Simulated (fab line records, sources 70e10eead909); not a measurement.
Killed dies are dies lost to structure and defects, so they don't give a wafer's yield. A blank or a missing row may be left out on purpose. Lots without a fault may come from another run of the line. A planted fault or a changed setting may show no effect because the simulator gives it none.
Chamber matching | flow nand_harc | NHARC_A_CHANNEL_HOLE_D2_DEP_01 on pecvd-01: 3 sister chambers
The step deposits SiON, target thk 140 nm. 16 wafers are shown with their chamber, then 8 later ones without.

WAFERS WITH THEIR CHAMBER
wafer  | chamber | heater_power_w (W)
L079.1 | 0       | 1002
L079.3 | 1       | 828
L079.6 | 0       | 805
L082.2 | 1       | 749
L082.3 | 2       | 803
L082.4 | 0       | 944
L081.3 | 0       | 967
L081.5 | 2       | 850
L081.6 | 0       | 1001
L083.2 | 0       | 941
L083.5 | 1       | 829
L083.6 | 0       | 929
L087.3 | 2       | 860
L087.4 | 1       | 851
L087.6 | 0       | 970
L091.1 | 1       | 862

SIGNATURES (means of the wafers above)
reading        | chamber 0 | chamber 1 | chamber 2 | scatter within a chamber
heater_power_w | 944.88    | 823.80    | 837.67    | 53.4
Rule: a wafer's distance from a chamber is the root of the sum, over the readings, of the square of ((its reading less the chamber's mean) divided by the reading's scatter). The wafer belongs to the nearest chamber; if the next one is less than 2 further off, it can't be placed. The scatter: the root of (the sum of the squares of (reading less its chamber's mean) over the shown wafers, divided by (wafers less chambers)).

WAFERS WITHOUT THEIR CHAMBER
wafer  | heater_power_w (W)
L091.2 | 924
L091.3 | 877
L090.2 | 757
L090.4 | 977
L090.5 | 811
L094.1 | 844
L094.2 | 903
L094.3 | 949

WHICH CHAMBER EACH WENT THROUGH
wafer  | from the rows above          | in truth
L091.2 | can't be placed: 0 or 2 or 1 | 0
L091.3 | can't be placed: 2 or 1 or 0 | 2
L090.2 | can't be placed: 1 or 2      | 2
L090.4 | 0                            | 0
L090.5 | can't be placed: 1 or 2      | 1
L094.1 | can't be placed: 2 or 1 or 0 | 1
L094.2 | can't be placed: 0 or 2 or 1 | 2
L094.3 | 0                            | 0
Placed correctly: 2 of 8. Can't be placed from these rows: 6 (the true chamber is among the candidates in 6). Placed wrongly: 0.
